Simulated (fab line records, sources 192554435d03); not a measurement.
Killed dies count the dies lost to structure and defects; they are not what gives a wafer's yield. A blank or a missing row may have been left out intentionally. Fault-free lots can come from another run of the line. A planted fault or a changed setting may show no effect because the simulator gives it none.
Which tool did it? -- flow n5-finfet -- 21 lots with 63 wafers sampled at 6 steps, on a route of 1938 steps

WHAT THE GAUGES READ, wafer by wafer
The record lacks any reading of a measuring or inspecting step that a usual standard deviation could be used to judge.

WHICH TOOL RAN EACH LOT (tool, then ch and the chambers of the sampled wafers, then the start)
lot,N5_GATE_CUT_ETCH_19,N5_GATE_CUT_CMP_23,N5_MOL_CONTACT_COAG_DESCUM_13,N5_MOL_CONTACT_COAG_SIL_ANNEAL_21,N5_MOL_CONTACT_COAG_CMP_28,N5_MOL_CONTACT_COAG_ETCH_90
L074,"rie-diel-04 ch 0,2,3, day 4 11:59","cmp-01 ch 0,1,3, day 4 14:02","rie-diel-02 ch 1,2,3, day 4 15:39","rtp-anneal-01 ch 0, day 4 17:02","cmp-03 ch 1,2,3, day 5 02:43","rie-diel-05 ch 1,2,3, day 5 04:28"
L075,"rie-diel-03 ch 1,2, day 4 22:13","cmp-04 ch 0,1,2, day 5 00:45","rie-diel-02 ch 1,2,3, day 5 02:13","rtp-anneal-01 ch 0, day 5 04:32","cmp-01 ch 0,3, day 5 10:11","rie-diel-02 ch 0,2,3, day 5 12:25"
L077,"rie-diel-03 ch 0,1, day 5 08:56","cmp-04 ch 0,1,2, day 5 12:28","rie-diel-05 ch 0,1,2, day 5 13:50","rtp-anneal-02 ch 0, day 5 15:28","cmp-04 ch 0,3, day 5 20:48","rie-diel-01 ch 0,1,2, day 5 22:09"
L078,"rie-diel-03 ch 1,2,3, day 5 16:28","cmp-02 ch 0,2,3, day 5 18:35","rie-diel-02 ch 0,1,2, day 5 20:41","rtp-anneal-01 ch 0, day 5 23:38","cmp-04 ch 0,2,3, day 6 05:14","rie-diel-01 ch 0,1, day 6 09:04"
L080,"rie-diel-04 ch 0,1,2, day 6 03:52","cmp-02 ch 0,3, day 6 09:10","rie-diel-02 ch 2,3, day 6 11:43","rtp-anneal-02 ch 0, day 6 14:24","cmp-01 ch 1,3, day 6 21:43","rie-diel-05 ch 1,2,3, day 6 23:09"
L082,"rie-diel-03 ch 1,2,3, day 6 14:57","cmp-04 ch 0,2,3, day 6 17:04","rie-diel-02 ch 0,1,3, day 6 18:27","rtp-anneal-02 ch 0, day 6 20:01","cmp-01 ch 0,1,3, day 7 02:41","rie-diel-01 ch 2,3, day 7 03:57"
L083,"rie-diel-06 ch 1,2,3, day 6 19:29","cmp-02 ch 0,1,3, day 6 21:31","rie-diel-05 ch 0,2,3, day 6 23:13","rtp-anneal-01 ch 0, day 7 00:38","cmp-04 ch 0,2,3, day 7 07:50","rie-diel-01 ch 0,2,3, day 7 09:11"
L084,"rie-diel-04 ch 0,1,2, day 7 01:17","cmp-04 ch 1,2,3, day 7 03:44","rie-diel-02 ch 0,1,2, day 7 05:10","rtp-anneal-01 ch 0, day 7 06:59","cmp-03 ch 1,3, day 7 12:44","rie-diel-01 ch 1,2, day 7 14:28"
L085,"rie-diel-06 ch 1,2,3, day 7 07:40","cmp-01 ch 0,1,3, day 7 09:43","rie-diel-01 ch 0,1,3, day 7 11:10","rtp-anneal-02 ch 0, day 7 14:56","cmp-01 ch 1,2,3, day 7 20:55","rie-diel-05 ch 0,1,2, day 7 23:24"
L086,"rie-diel-03 ch 1,2,3, day 7 14:03","cmp-01 ch 0,2, day 7 16:43","rie-diel-05 ch 1,3, day 7 18:22","rtp-anneal-01 ch 0, day 7 19:50","cmp-01 ch 1,3, day 8 06:01","rie-diel-01 ch 0,1,3, day 8 08:05"
L087,"rie-diel-06 ch 0,1,2, day 7 20:56","cmp-01 ch 1,2,3, day 7 23:47","rie-diel-01 ch 1,2,3, day 8 01:26","rtp-anneal-01 ch 0, day 8 02:52","cmp-04 ch 0,2,3, day 8 11:49","rie-diel-05 ch 0,1,3, day 8 13:44"
L088,"rie-diel-03 ch 1,2, day 8 05:11","cmp-02 ch 0,1,2, day 8 08:01","rie-diel-01 ch 1,2,3, day 8 09:37","rtp-anneal-02 ch 0, day 8 11:16","cmp-01 ch 0,1,2, day 8 18:31","rie-diel-05 ch 1,3, day 8 20:34"
L089,"rie-diel-03 ch 0,1,3, day 8 08:11","cmp-04 ch 0,3, day 8 11:32","rie-diel-01 ch 0,2,3, day 8 13:25","rtp-anneal-02 ch 0, day 8 16:10","cmp-01 ch 0,2,3, day 8 21:58","rie-diel-02 ch 1,2, day 9 00:05"
L090,"rie-diel-03 ch 0,1,3, day 8 16:24","cmp-04 ch 0,1,3, day 8 18:31","rie-diel-05 ch 0,1,3, day 8 20:01","rtp-anneal-01 ch 0, day 8 21:25","cmp-03 ch 0,1,3, day 9 04:08","rie-diel-02 ch 1,2,3, day 9 05:49"
L091,"rie-diel-04 ch 0,3, day 9 01:28","cmp-04 ch 2,3, day 9 03:40","rie-diel-02 ch 2,3, day 9 05:05","rtp-anneal-02 ch 0, day 9 06:55","cmp-03 ch 0,3, day 9 13:58","rie-diel-01 ch 1,2,3, day 9 15:57"
L092,"rie-diel-03 ch 0,1,3, day 9 01:49","cmp-04 ch 0,1,2, day 9 05:17","rie-diel-05 ch 0,1,3, day 9 06:45","rtp-anneal-02 ch 0, day 9 08:16","cmp-03 ch 1,2,3, day 9 14:22","rie-diel-05 ch 0,1,2, day 9 18:37"
L093,"rie-diel-04 ch 0,3, day 9 10:37","cmp-02 ch 2,3, day 9 12:40","rie-diel-01 ch 2,3, day 9 14:14","rtp-anneal-02 ch 0, day 9 15:40","cmp-01 ch 0,2,3, day 9 22:53","rie-diel-01 ch 0,1,2, day 10 01:28"
L094,"rie-diel-03 ch 1,3, day 9 12:59","cmp-01 ch 1,2,3, day 9 15:17","rie-diel-05 ch 0,3, day 9 16:52","rtp-anneal-02 ch 0, day 9 18:41","cmp-03 ch 0,3, day 10 02:47","rie-diel-01 ch 1,2,3, day 10 04:16"
L095,"rie-diel-04 ch 3, day 9 18:53","cmp-01 ch 0,1,2, day 9 21:02","rie-diel-02 ch 0,1,3, day 9 22:34","rtp-anneal-01 ch 0, day 10 00:22","cmp-03 ch 0,1,2, day 10 07:27","rie-diel-02 ch 0,2,3, day 10 08:48"
L096,"rie-diel-06 ch 0,1,3, day 10 09:08","cmp-02 ch 0,1,3, day 10 12:22","rie-diel-01 ch 0,1,3, day 10 14:02","rtp-anneal-02 ch 0, day 10 15:24","cmp-01 ch 1,2,3, day 10 21:27","rie-diel-05 ch 0,2,3, day 10 22:58"
L097,"rie-diel-06 ch 2,3, day 10 13:41","cmp-01 ch 2,3, day 10 15:46","rie-diel-02 ch 0,1, day 10 17:43","rtp-anneal-02 ch 0, day 10 20:25","cmp-01 ch 0,1,2, day 11 02:30","rie-diel-01 ch 1,2, day 11 04:34"
- N5_GATE_CUT_ETCH_19: etches SiNx in CH3F/O2, target depth 53.7 nm, time 76.7 s.
- N5_GATE_CUT_CMP_23: polishes, stops on SiO2, t overpolish 23.4 s, target thk 16 nm.
- N5_MOL_CONTACT_COAG_DESCUM_13: chemistry O2, time 7 s.
- N5_MOL_CONTACT_COAG_SIL_ANNEAL_21: time 60 s.
- N5_MOL_CONTACT_COAG_CMP_28: polishes, stops on SiNx, t overpolish 0.85 s, target thk 14.522 nm.
- N5_MOL_CONTACT_COAG_ETCH_90: etches SiARC in CF4, target depth 13 nm, time 21.7 s.

WHAT THE TOOLS THEMSELVES READ (means of the sampled wafers that have a number; where no wafer has one, the mark that the record gives instead)
N5_GATE_CUT_ETCH_19.
lot,tool,drypump-motor-current-A (A),etch-rf-on-time-s (s),oes-product-au (a.u.),rf-fwd-power-W (W),rf-vpp-V (V),showerhead-plenum-p-Torr (Torr),throttle-valve-pct (%)
L074,rie-diel-04,5.7,76.2,0.66,389.9,300,1.96,16.31
L075,rie-diel-03,5.9,77.2,0.63,390.3,291,1.93,16.48
L077,rie-diel-03,5.7,76.1,0.69,390.3,292,1.95,16.50
L078,rie-diel-03,5.9,77.2,0.61,390.9,290,1.93,16.40
L080,rie-diel-04,5.9,78.4,0.63,392.3,302,2.03,16.37
L082,rie-diel-03,5.9,77.0,0.61,391.0,290,1.93,16.40
L083,rie-diel-06,6.0,76.0,0.69,391.8,295,1.99,16.43
L084,rie-diel-04,5.9,78.5,0.62,391.7,303,2.03,16.39
L085,rie-diel-06,6.0,76.8,0.68,391.1,293,1.99,16.42
L086,rie-diel-03,5.9,77.4,0.60,390.9,291,1.93,16.42
L087,rie-diel-06,5.8,77.1,0.65,391.8,297,1.97,16.45
L088,rie-diel-03,6.2,77.1,0.60,390.3,290,1.95,16.43
L089,rie-diel-03,5.6,76.2,0.66,389.0,290,1.95,16.44
L090,rie-diel-03,5.7,76.4,0.66,391.5,291,1.95,16.45
L091,rie-diel-04,5.5,76.4,0.65,390.8,293,1.89,16.14
L092,rie-diel-03,5.7,76.3,0.65,390.7,290,1.94,16.45
L093,rie-diel-04,5.5,76.0,0.65,389.9,293,1.89,16.14
L094,rie-diel-03,5.6,76.1,0.61,390.0,292,1.90,16.55
L095,rie-diel-04,5.6,76.6,0.67,389.1,291,1.86,16.13
L096,rie-diel-06,5.9,76.7,0.66,391.2,290,1.94,16.51
L097,rie-diel-06,5.9,77.8,0.76,392.9,298,2.01,16.16

N5_GATE_CUT_CMP_23.
lot,tool,motor-current-A (A),overpolish-run-s (s),time-to-endpoint-s (s)
L074,cmp-01,8.6,23.400,21.8
L075,cmp-04,8.8,23.399,20.3
L077,cmp-04,8.6,23.410,19.4
L078,cmp-02,8.9,23.396,21.3
L080,cmp-02,9.6,23.386,18.9
L082,cmp-04,8.4,23.410,14.9
L083,cmp-02,9.2,23.394,17.2
L084,cmp-04,9.0,23.390,20.3
L085,cmp-01,8.4,23.396,22.4
L086,cmp-01,9.0,23.401,19.2
L087,cmp-01,9.2,23.396,17.3
L088,cmp-02,9.4,23.404,21.5
L089,cmp-04,8.4,23.410,17.3
L090,cmp-04,9.5,23.404,20.5
L091,cmp-04,8.9,23.403,19.4
L092,cmp-04,8.8,23.399,18.0
L093,cmp-02,8.7,23.403,21.2
L094,cmp-01,9.0,23.398,18.7
L095,cmp-01,8.5,23.392,20.6
L096,cmp-02,9.3,23.402,17.1
L097,cmp-01,10.4,23.404,22.8

N5_MOL_CONTACT_COAG_DESCUM_13.
lot,tool,bias-power-w (W),drypump-motor-current-A (A),oes-product-au (a.u.),rf-fwd-power-W (W),rf-vpp-V (V),showerhead-plenum-p-Torr (Torr),throttle-valve-pct (%)
L074,rie-diel-02,20.04,5.5,0.84,49.42,245.0,2.18,20.39
L075,rie-diel-02,20.02,5.5,0.84,49.42,244.7,2.18,20.40
L077,rie-diel-05,20.02,5.4,0.81,49.15,243.8,2.14,20.34
L078,rie-diel-02,19.99,5.4,0.82,49.48,244.1,2.18,20.35
L080,rie-diel-02,20.03,6.0,0.83,49.39,245.0,2.17,20.31
L082,rie-diel-02,20.01,5.0,0.78,49.34,244.0,2.15,20.48
L083,rie-diel-05,20.02,5.2,0.83,49.14,242.9,2.11,20.48
L084,rie-diel-02,19.98,5.4,0.82,49.56,244.5,2.17,20.36
L085,rie-diel-01,20.00,5.8,0.79,49.49,243.5,2.10,20.64
L086,rie-diel-05,20.05,5.3,0.82,49.27,243.7,2.16,20.46
L087,rie-diel-01,19.99,5.5,0.83,49.08,244.9,2.14,20.42
L088,rie-diel-01,19.99,5.5,0.83,49.10,244.3,2.14,20.44
L089,rie-diel-01,20.02,5.7,0.76,49.10,242.2,2.05,20.43
L090,rie-diel-05,20.04,5.4,0.82,49.05,243.4,2.13,20.43
L091,rie-diel-02,20.00,5.9,0.81,49.24,245.7,2.16,20.34
L092,rie-diel-05,20.02,5.4,0.82,49.22,243.4,2.12,20.43
L093,rie-diel-01,19.93,5.5,0.78,49.12,243.2,2.10,20.48
L094,rie-diel-05,19.97,5.2,0.84,49.31,242.3,2.09,20.57
L095,rie-diel-02,19.99,5.0,0.76,49.62,243.8,2.14,20.50
L096,rie-diel-01,20.00,5.8,0.87,49.24,245.1,2.17,20.51
L097,rie-diel-02,20.01,5.0,0.77,49.44,244.4,2.17,20.51

N5_MOL_CONTACT_COAG_SIL_ANNEAL_21.
lot,tool,lamp-power-pct (%),wafer_temp_C_max
L074,rtp-anneal-01,5.6,551.8
L075,rtp-anneal-01,5.5,551.9
L077,rtp-anneal-02,6.3,554.4
L078,rtp-anneal-01,5.5,551.5
L080,rtp-anneal-02,6.3,553.9
L082,rtp-anneal-02,6.3,555.2
L083,rtp-anneal-01,5.6,552.1
L084,rtp-anneal-01,5.6,552.3
L085,rtp-anneal-02,6.3,554.5
L086,rtp-anneal-01,5.6,552.3
L087,rtp-anneal-01,5.5,551.9
L088,rtp-anneal-02,6.3,553.8
L089,rtp-anneal-02,6.3,554.4
L090,rtp-anneal-01,5.6,552.3
L091,rtp-anneal-02,6.3,553.6
L092,rtp-anneal-02,6.3,554.3
L093,rtp-anneal-02,6.3,554.1
L094,rtp-anneal-02,6.3,553.9
L095,rtp-anneal-01,5.5,551.8
L096,rtp-anneal-02,6.3,553.9
L097,rtp-anneal-02,6.3,554.3

N5_MOL_CONTACT_COAG_CMP_28.
lot,tool,motor-current-A (A),time-to-endpoint-s (s)
L074,cmp-03,12.5,3.5
L075,cmp-01,12.9,4.3
L077,cmp-04,12.3,3.1
L078,cmp-04,11.5,3.5
L080,cmp-01,12.2,3.2
L082,cmp-01,11.5,4.4
L083,cmp-04,11.7,4.6
L084,cmp-03,12.3,3.2
L085,cmp-01,12.4,2.3
L086,cmp-01,11.6,3.2
L087,cmp-04,11.3,6.0
L088,cmp-01,11.6,4.8
L089,cmp-01,12.6,4.9
L090,cmp-03,13.3,4.3
L091,cmp-03,14.2,6.0
L092,cmp-03,12.6,5.8
L093,cmp-01,12.1,4.8
L094,cmp-03,14.4,4.9
L095,cmp-03,12.9,8.8
L096,cmp-01,12.1,5.2
L097,cmp-01,11.5,6.1

N5_MOL_CONTACT_COAG_ETCH_90.
lot,tool,drypump-motor-current-A (A),etch-rf-on-time-s (s),oes-product-au (a.u.),rf-fwd-power-W (W),rf-vpp-V (V),showerhead-plenum-p-Torr (Torr),throttle-valve-pct (%)
L074,rie-diel-05,5.3,22.1,0.67,532.1,184.5,2.20,15.45
L075,rie-diel-02,5.5,21.2,0.71,531.3,184.8,2.19,15.54
L077,rie-diel-01,5.6,22.4,0.70,532.5,184.0,2.15,15.56
L078,rie-diel-01,5.8,21.7,0.73,532.1,184.6,2.19,15.73
L080,rie-diel-05,5.3,22.0,0.67,530.9,184.7,2.20,15.48
L082,rie-diel-01,5.4,23.1,0.67,529.8,184.2,2.16,15.45
L083,rie-diel-01,5.6,22.3,0.65,532.0,183.6,2.11,15.66
L084,rie-diel-01,5.4,23.0,0.70,531.5,184.9,2.20,15.39
L085,rie-diel-05,5.4,21.6,0.67,532.7,183.9,2.17,15.48
L086,rie-diel-01,5.8,21.9,0.67,532.4,184.2,2.15,15.84
L087,rie-diel-05,5.4,21.4,0.71,533.4,184.3,2.16,15.51
L088,rie-diel-05,5.4,21.8,0.67,532.4,184.7,2.21,15.38
L089,rie-diel-02,5.5,23.4,0.67,532.6,185.9,2.25,15.55
L090,rie-diel-02,5.5,22.2,0.68,533.6,185.5,2.22,15.60
L091,rie-diel-01,5.5,22.5,0.67,530.6,184.8,2.20,15.68
L092,rie-diel-05,5.4,21.2,0.75,532.3,184.5,2.16,15.34
L093,rie-diel-01,5.6,22.1,0.75,531.0,185.7,2.22,15.44
L094,rie-diel-01,5.5,22.6,0.67,533.3,184.8,2.19,15.69
L095,rie-diel-02,5.4,21.6,0.66,532.5,184.5,2.18,15.61
L096,rie-diel-05,5.2,21.3,0.75,530.7,184.4,2.14,15.52
L097,rie-diel-01,5.5,22.7,0.68,533.3,184.7,2.22,15.62

THE ANSWER, worked out from the rows above alone
Rule: what is usual is taken from the lots themselves. The widest of any qualifying gaps counts: lots, ordered by their means at a reading, are off when they make up no more than a third of the lots, leave a main group of 4 or more, and stand apart from it by 3 or more times the standard deviation of that group's means. Not used: any main group whose means are identical at the precision the tables above print for the reading. A lot without any number at a reading at which 4 lots or more have one is off too. Any other lot the step has rows for is counted as sound. After the gauges, taken in route order, come the tools' own readings; for these a lot's mean is taken, as printed above. The first step at which some lot is off is used, and at that step the reading that is off furthest; a lot without a number counts as furthest.
No lot is off on any of the readings shown, so nothing can be concluded from this.

WHAT HAD BEEN PUT IN BY THE SIMULATOR
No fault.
